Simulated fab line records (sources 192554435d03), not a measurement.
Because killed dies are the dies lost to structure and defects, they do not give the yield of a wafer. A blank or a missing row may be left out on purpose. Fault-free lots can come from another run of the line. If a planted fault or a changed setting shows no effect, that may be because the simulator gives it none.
Check for tools in common ; flow n5-finfet ; Sampled: 9 lots, 27 wafers

## THE REASON FOR OPENING IT
At N5_ILD0_THK_MEAS_08 the reading thk-nm is flagged on 3 of 9 lots. Wafers without a fault read 138.8 nm, standard deviation 1.
Rule: a lot gets a flag if all its wafers with a number sit over 4 standard deviations from that mean, or if no wafer of it has a number. As for the other lots, they are considered sound.

lot;measured;on;thk-nm (nm), wafer by wafer;flag
L904;day 4 07:59;film-metro-01;140.0 139.6 140.9;
L907;day 5 05:40;film-metro-02;139.0 139.2 139.9;
L911;day 6 08:50;film-metro-01;139.5 140.0 138.9;
L912;day 6 17:56;film-metro-02;138.8 138.5 138.4;
L919;day 8 00:22;film-metro-01;197.2 196.9 196.6;FLAGGED
L920;day 8 10:01;film-metro-01;197.5 198.1 198.5;FLAGGED
L921;day 8 18:17;film-metro-01;196.8 197.7 196.3;FLAGGED
L923;day 9 04:28;film-metro-01;138.1 138.4 138.4;
L924;day 9 07:12;film-metro-02;138.6 139.3 139.1;
Average over the flagged lots: 197.3 nm; offset from the usual +58.5 nm, equal to +58 standard deviations.

## WHICH TOOL RAN EACH LOT
The record holds 2 process steps before the reading, out of a route of 1938 steps. Every cell lists first the tool, next ch and the chambers used by the sampled wafers, and last the start.
lot;flag;N5_SD_EPI_P_SD_RECESS_17;N5_ILD0_CMP_07
L904;;rie-si-01 ch 0,1,3, day 3 23:53;cmp-02 ch 0,1,2, day 4 07:46
L907;;rie-si-03 ch 0,1,3, day 4 22:20;cmp-01 ch 0,3, day 5 05:23
L911;;rie-si-02 ch 1,2,3, day 6 01:25;cmp-04 ch 1,2, day 6 08:32
L912;;rie-si-02 ch 2,3, day 6 10:58;cmp-01 ch 1,3, day 6 17:39
L919;FLAGGED;rie-si-02 ch 1,2,3, day 7 17:29;cmp-02 ch 2,3, day 8 00:07
L920;FLAGGED;rie-si-01 ch 0,3, day 8 01:14;cmp-02 ch 0,1,2, day 8 09:43
L921;FLAGGED;rie-si-01 ch 1,2,3, day 8 10:23;cmp-01 ch 1,3, day 8 18:01
L923;;rie-si-01 ch 2,3, day 8 20:46;cmp-02 ch 0,1,2, day 9 04:17
L924;;rie-si-03 ch 2,3, day 9 00:23;cmp-02 ch 0,2,3, day 9 07:01
These steps, and what they do:
- N5_SD_EPI_P_SD_RECESS_17: chemistry HBr/Cl2/O2, target depth 39.1 nm, bt time 3 s.
- N5_ILD0_CMP_07: polishes SiO2 flowable, stops on poly-Si, t overpolish 1.18 s, target thk 138.88 nm.
- N5_ILD0_THK_MEAS_08

## FLAGGED AGAINST TOTAL, ONE TOOL AT A TIME (gauges that did the reading follow at the end)
step;tool;lots run;flagged;share of the flagged lots;sound lots run after its first flagged lot
N5_SD_EPI_P_SD_RECESS_17;rie-si-01;4;2;some;1 (L923)
N5_SD_EPI_P_SD_RECESS_17;rie-si-02;3;1;some;0
N5_SD_EPI_P_SD_RECESS_17;rie-si-03;2;0;none;-
N5_ILD0_CMP_07;cmp-01;3;1;some;0
N5_ILD0_CMP_07;cmp-02;5;2;some;2 (L923,L924)
N5_ILD0_CMP_07;cmp-04;1;0;none;-
N5_ILD0_THK_MEAS_08;film-metro-01;6;3;all;1 (L923)
N5_ILD0_THK_MEAS_08;film-metro-02;3;0;none;-

## WHAT THE TABLE ALLOWS
1 row of the table ran every flagged lot: film-metro-01 at N5_ILD0_THK_MEAS_08.
- film-metro-01 at N5_ILD0_THK_MEAS_08: 3 of its 6 lots flagged. After the first flagged lot (L923), sound lots still ran on it; a lasting fault on the whole tool would not permit that.
None of the table's rows ran every flagged lot and, after the first, no sound lot.

## WHAT WAS PUT IN BY THE SIMULATOR
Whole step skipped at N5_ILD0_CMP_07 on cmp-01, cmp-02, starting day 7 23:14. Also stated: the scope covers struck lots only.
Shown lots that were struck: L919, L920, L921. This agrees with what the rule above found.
